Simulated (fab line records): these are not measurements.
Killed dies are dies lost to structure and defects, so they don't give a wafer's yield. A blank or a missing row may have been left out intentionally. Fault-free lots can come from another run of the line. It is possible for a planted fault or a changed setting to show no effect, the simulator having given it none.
Problem report, 8D (eight disciplines) form, completed by code | flow n5 finfet | the parts of the form that need people (team, actions taken, sign-off) are left out

1. WHAT IS WRONG
Mean of killed_at_M4_up at N5_PASSIVATION_PROBE_49: 136 across 6 wafers in 2 lots; on wafers with no fault it is 14 (standard deviation 5.3). Measured from the usual mean, that is +23 standard deviations.
Earliest sighting: wafer L460.1 on prober-01 at day 15 17:04. The record holds 6 wafers of 2 lots with a number at this step. Rule for "out", or "out of limits": more than 4 standard deviations from the usual mean. All remaining wafers that have a number are taken as sound.

2. WHAT IT IS, AND WHAT IT ISN'T
question                    | is                                                                                                   | is not
which readings at this step | killed_at_M4_up, defect limited yield, killed dies, sort_bin_5_function, sort n pass, sort yield pct | killed_at_M0_to_M3, killed at front end, killed at other, killed open, killed short
which lots                  | L460, L462                                                                                           | -
which wafers of those lots  | all that have a number                                                                               | -
read on which tools         | prober-01, prober-02                                                                                 | -
when                        | from day 15 17:04                                                                                    | up to then (0 sound wafers)

3. SUSPECTS, AND WHAT RULES EACH OUT
Counting: any tool at a process step up to the reading is kept as a suspect provided that every lot that is out went through it and no sound lot did after the first of them.
- pvd sputter-03 at N5_BEOL_M5_PRE_CLEAN_45 (time 30 s): kept. It ran every lot that is out, first L460 (day 11 15:46), and no sound lot after that.
Remaining after the count: pvd sputter-03 at N5_BEOL_M5_PRE_CLEAN_45.

4. THE CAUSE (what the simulator had put in)
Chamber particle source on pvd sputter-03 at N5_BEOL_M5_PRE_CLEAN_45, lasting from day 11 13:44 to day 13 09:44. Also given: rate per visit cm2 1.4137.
The count eliminated every tool but this one.

5. THE CHAIN OF EFFECTS, in route order
Each row: a reading whose mean over the struck wafers that have a number lies more than 3 standard deviations from the usual. Only readings whose record carries a usual standard deviation are examined. hours: median over the lots of the time between each lot's start at the first step of this table that gives one and its start at this step. sigmas: the change, counted in usual standard deviations.
hours | step                    | reading              | usual  | on struck wafers | change | sigmas
0     | N5_PASSIVATION_PROBE_49 | defect limited yield | 91.0 % | 81.0             | -10.0  | -6.6
0     | N5_PASSIVATION_PROBE_49 | killed_at_M4_up      | 14     | 136              | +122   | +23
0     | N5_PASSIVATION_PROBE_49 | killed dies          | 106    | 224              | +118   | +6.9
0     | N5_PASSIVATION_PROBE_49 | sort_bin_5_function  | 5.2 %  | 11.4             | +6.2   | +6.3
0     | N5_PASSIVATION_PROBE_49 | sort n pass          | 1074   | 956              | -118   | -6.9
0     | N5_PASSIVATION_PROBE_49 | sort yield pct       | 91.0 % | 81.0             | -10.0  | -6.6
It contains these process steps:
- N5_PASSIVATION_PROBE_49

6. WHAT WOULD HAVE CAUGHT IT SOONER
In this record no reading fell out of limits until day 15 17:04, 99 hours after the fault had begun at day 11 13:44.
No tool reading at N5_BEOL_M5_PRE_CLEAN_45 that has a usual standard deviation in the record was out on any struck wafer, so an alarm limit of 4 standard deviations on those readings would not have fired.
Lots out: 2; all had begun N5_BEOL_M5_PRE_CLEAN_45 on pvd sputter-03 by day 15 17:04. Had the tool been put on hold then, not one of them would have been saved.
